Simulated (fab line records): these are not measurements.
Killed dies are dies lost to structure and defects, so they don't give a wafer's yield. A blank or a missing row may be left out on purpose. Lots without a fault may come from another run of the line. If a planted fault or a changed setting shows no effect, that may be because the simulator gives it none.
Struck lot and sound lot, side by side    flow nand_harc    40 out of 1159 route steps
Sound: the wafers L931.2, L931.4, L931.5. Wafers L939.1, L939.3, L939.6 were the ones struck. The cause is named last.
Per side, at each step with rows, come the tool, then ch with its chambers, and then its first start. Under that, the readings that differ: sound wafers    struck wafers    difference of the means    sigmas: that difference in standard deviations of wafers without a fault.
alike: a reading whose means differ by less than 2 such deviations, as well as words and numbers matching on both sides. not compared: withheld readings; readings where some wafer has no value; bounds like >300 that might hide an equal value; numbers whose values overlap and for which the record gives no deviation.
The two part at a step that has a row with sigmas, a row that says differs or no value, or rows on one side only. Non-overlapping numbers with no deviation appear without sigmas and do not part them. A reading missing from all wafers of one side parts the sides only when that side holds two or more wafers.

first, 2 steps without rows for these wafers: NHARC_A_BLC_DESCUM_15 (chemistry O2, time 3 s); NHARC_A_BLC_ETCH_16 (etches the open film in CF4, target depth 39 nm, time 65 s).
NHARC_A_BLC_ETCH_17: etches the open film in N2/H2, target depth 390 nm, time 609.38 s.
  sound on rie_diel-02 ch 0,1,2; struck on rie_diel-12 ch 0,1,3
  alike: drypump_motor_current_A, n2_flow_sccm, oes_product_au, rf_vpp_V, showerhead_plenum_p_Torr, throttle_valve_pct
  not compared: rf_hours_counter_h
then, 1 step without rows for these wafers: NHARC_A_BLC_ETCH_18 (etches the open film in C4F8/O2/Ar, target depth 910 nm).
NHARC_A_BLC_CD_MEAS_19:
  sound: cd_sem-02 at day 18 07:59; struck: cd_sem-03 at day 20 05:28
  alike: cd_nm
NHARC_A_BLC_STRIP_29: strips in CF4.
  sound on rie_diel-04 ch 0,2, day 18 08:04; struck on rie_diel-02 ch 1,2,3, day 20 05:34
reading                          sound           struck          difference  sigmas
showerhead_plenum_p_Torr (Torr)  1.89 1.88 1.88  1.67 1.74 1.65  -0.20       -2
  alike: drypump_motor_current_A, oes_product_au, rf_vpp_V, throttle_valve_pct
  not compared: rf_hours_counter_h
then, 4 steps without rows for these wafers: NHARC_A_BLC_STRIP_21 (strips in O2); NHARC_A_BLC_STRIP_22 (strips in post etch residue remover, time 600 s); NHARC_A_BLC_DEGAS_30 (time 60 s); NHARC_A_BLC_PRE_CLEAN_31 (time 15 s).
NHARC_A_BLC_PVD_32: deposits Ti, target thk 5 nm, time 17.7 s.
  sound on pvd_sputter-01; struck on pvd_sputter-02
  alike: chamber_pressure_pa, throttle_valve_pct
then, 1 step without rows for these wafers: NHARC_A_BLC_ALD_23 (deposits TiN, target thk 3 nm, pulse time 1 s, ald cycles 150).
NHARC_A_BLC_CVD_24: deposits W, target thk 150 nm, time 434 s.
  sound on cvd_w-02 ch 0,1, day 18 13:13; struck on cvd_w-02 ch 0,1, day 20 12:16
  alike: heater_power_w, throttle_valve_pct
  not compared: since_wet_clean_h
then, 12 steps without rows for these wafers: NHARC_A_BLC_CMP_25 (polishes, t overpolish 30 s, target thk 150 nm); NHARC_A_BLC_SRD_27; NHARC_A_M0_DEP_00 (deposits SiOC, target thk 150 nm); NHARC_A_M0_DEHYDRATE_01 (time 120 s); NHARC_A_M0_HMDS_02 (time 30 s); NHARC_A_M0_COAT_33 (time 65 s); NHARC_A_M0_COAT_03 (resist thk 90 nm); NHARC_A_M0_SOFTBAKE_04 (time 55 s); NHARC_A_M0_EBR_05; NHARC_A_M0_EXPOSE_06 (exposes mask A M0, target cd 80 nm); NHARC_A_M0_PEB_07 (peb time 65 s); NHARC_A_M0_DEVELOP_08 (develop time 35 s).
NHARC_A_M0_CD_MEAS_09 targets a cd of 80 nm.
  sound on cd_sem-02 ch 0, day 18 15:13; struck on cd_sem-01 ch 0, day 20 14:03
  alike: cd_nm
NHARC_A_M0_OVL_MEAS_10: pitch 160 nm.
  sound: overlay-01 at day 18 15:18; struck: overlay-02 at day 20 14:08
  alike: overlay_x_nm, overlay_y_nm
then, 3 steps without rows for these wafers: NHARC_A_M0_DESCUM_14 (chemistry O2, time 3 s); NHARC_A_M0_ETCH_34 (etches the open film in N2/H2, target depth 40 nm, overetch 12 nm, time 43.94 s); NHARC_A_M0_ETCH_15 (etches the open film in C4F8/Ar, target depth 150 nm, overetch 15 nm, time 82.5 s).
NHARC_A_M0_CD_MEAS_16:
  sound: cd_sem-01 at day 18 15:42; struck: cd_sem-03 at day 20 14:59
  alike: cd_nm
NHARC_A_M0_STRIP_18: strips in N2/H2.
  sound on rie_diel-01 ch 0,2, day 18 15:53; struck on rie_diel-05 ch 0,1, day 20 15:04
  alike: drypump_motor_current_A, n2_flow_sccm, oes_product_au, rf_vpp_V, showerhead_plenum_p_Torr, throttle_valve_pct
  not compared: rf_hours_counter_h
then, 6 steps without rows for these wafers: NHARC_A_M0_STRIP_19 (strips in post etch residue remover, time 600 s); NHARC_A_M0_DEGAS_28 (time 60 s); NHARC_A_M0_PRE_CLEAN_29 (time 30 s); NHARC_A_M0_PVD_20 (deposits TaN, target thk 5 nm, time 8.06 s); NHARC_A_M0_PVD_21 (deposits Cu, target thk 30 nm, time 20.49 s); NHARC_A_M0_ECD_22 (material Cu, target thk 400 nm).
NHARC_A_M0_ANNEAL_30: time 90 s.
  sound on rtp_anneal-02 ch 0, day 18 17:14; struck on rtp_anneal-02 ch 0, day 20 16:27
  alike: wafer_temp_C_max
NHARC_END_SORT_01:
  the record has rows for the struck wafers here (prober-01 ch 0, day 22 07:20) and none for the sound ones

WHERE THEY PART
First at NHARC_A_BLC_STRIP_29; last, within this record, at NHARC_END_SORT_01.

WHY: what the simulator had put in
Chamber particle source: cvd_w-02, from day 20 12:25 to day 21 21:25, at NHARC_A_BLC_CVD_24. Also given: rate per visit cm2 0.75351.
